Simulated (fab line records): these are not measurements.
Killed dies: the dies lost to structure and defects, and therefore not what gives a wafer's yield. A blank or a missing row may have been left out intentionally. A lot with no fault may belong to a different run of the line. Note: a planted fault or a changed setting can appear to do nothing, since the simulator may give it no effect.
Chamber matching	flow n5Finfet	N5_BEOL_M6_CMP_52 on cmp-03 has 4 sister chambers
The step polishes, stops on SiCOH lowk, t overpolish 6.9 s, target thk 80 nm. 4 wafers are shown with their chamber, then 8 later ones without.

WAFERS PAIRED WITH THEIR CHAMBERS
wafer	chamber	motorCurrentA (A)
L085.1	0	6.3
L085.2	3	6.6
L085.5	2	6.2
L091.1	1	5.6

WAFERS WITH NO CHAMBER GIVEN
wafer	motorCurrentA (A)
L091.5	6.8
L091.6	6.6
L095.3	6.3
L095.5	6.6
L095.6	6.1
L097.1	6.4
L097.5	6.7
L097.6	6.4

WHICH CHAMBER EACH WENT THROUGH
wafer	from the rows above	in truth
L091.5	3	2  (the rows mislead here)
L091.6	3	3
L095.3	can't be placed: 0 or 2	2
L095.5	3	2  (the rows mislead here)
L095.6	can't be placed: 2 or 0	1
L097.1	can't be placed: 0 or 3 or 2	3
L097.5	3	3
L097.6	can't be placed: 0 or 3 or 2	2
Correct placement for 2 of the 8. Can't be placed from these rows: 4 (the true chamber is among the candidates in 3). Number placed wrongly: 2.
How it was worked out, from the rows above alone: a wafer's distance from a chamber is the root of the sum, over the readings, of the square of ((its reading less the chamber's mean) divided by the reading's scatter). The wafer belongs to the nearest chamber; if the next one is less than 2 further off, it can't be placed. For every chamber, the mean is computed from those of its wafers that are shown. The scatter: root of mean squared gap, hidden wafer to nearest shown wafer, with one shown wafer a chamber.
